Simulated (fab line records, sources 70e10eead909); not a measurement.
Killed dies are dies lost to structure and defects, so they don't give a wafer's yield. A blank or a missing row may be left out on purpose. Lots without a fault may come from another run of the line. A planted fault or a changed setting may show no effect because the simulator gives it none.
Chamber matching | flow nand_harc | NHARC_A_BLC_ALD_23 on ald_metal-02: 4 sister chambers
The step deposits TiN, target thk 3 nm, pulse time 1 s, ald cycles 150. 14 wafers are shown with their chamber, then 7 later ones without.

WAFERS WITH THEIR CHAMBER
wafer  | chamber | heater_power_w (W) | precursor_pulse_height_rel
L828.1 | 1       | 1184               | 1.002
L828.2 | 2       | 1192               | 1.025
L828.3 | 0       | 1072               | 1.009
L829.1 | 3       | 903                | 1.034
L829.4 | 0       | 1067               | 0.975
L829.5 | 3       | 882                | 0.963
L831.1 | 3       | 907                | 0.990
L831.2 | 0       | 1051               | 1.010
L831.4 | 1       | 1205               | 1.018
L833.1 | 0       | 1048               | 1.006
L833.3 | 2       | 1174               | 1.013
L833.4 | 1       | 1182               | 1.024
L838.1 | 2       | 1127               | 1.022
L838.3 | 0       | 1030               | 1.014

SIGNATURES (means of the wafers above)
reading                    | chamber 0 | chamber 1 | chamber 2 | chamber 3 | scatter within a chamber
heater_power_w             | 1053.60   | 1190.33   | 1164.33   | 897.33    | 20.1
precursor_pulse_height_rel | 1.00280   | 1.01467   | 1.02000   | 0.99567   | 0.0198
Rule: a wafer's distance from a chamber is the root of the sum, over the readings, of the square of ((its reading less the chamber's mean) divided by the reading's scatter). The wafer belongs to the nearest chamber; if the next one is less than 2 further off, it can't be placed. The scatter: the root of (the sum of the squares of (reading less its chamber's mean) over the shown wafers, divided by (wafers less chambers)).

WAFERS WITHOUT THEIR CHAMBER
wafer  | heater_power_w (W) | precursor_pulse_height_rel
L838.6 | 1071               | 0.981
L844.1 | 1060               | 1.022
L844.2 | 958                | 0.999
L844.4 | 1137               | 1.013
L848.1 | 975                | 0.990
L848.2 | 1049               | 0.980
L848.5 | 1156               | 1.036

WHICH CHAMBER EACH WENT THROUGH
wafer  | from the rows above     | in truth
L838.6 | 0                       | 0
L844.1 | 0                       | 0
L844.2 | can't be placed: 3 or 0 | 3
L844.4 | can't be placed: 2 or 1 | 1
L848.1 | can't be placed: 3 or 0 | 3
L848.2 | 0                       | 0
L848.5 | can't be placed: 2 or 1 | 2
Placed correctly: 3 of 7. Can't be placed from these rows: 4 (the true chamber is among the candidates in 4). Placed wrongly: 0.
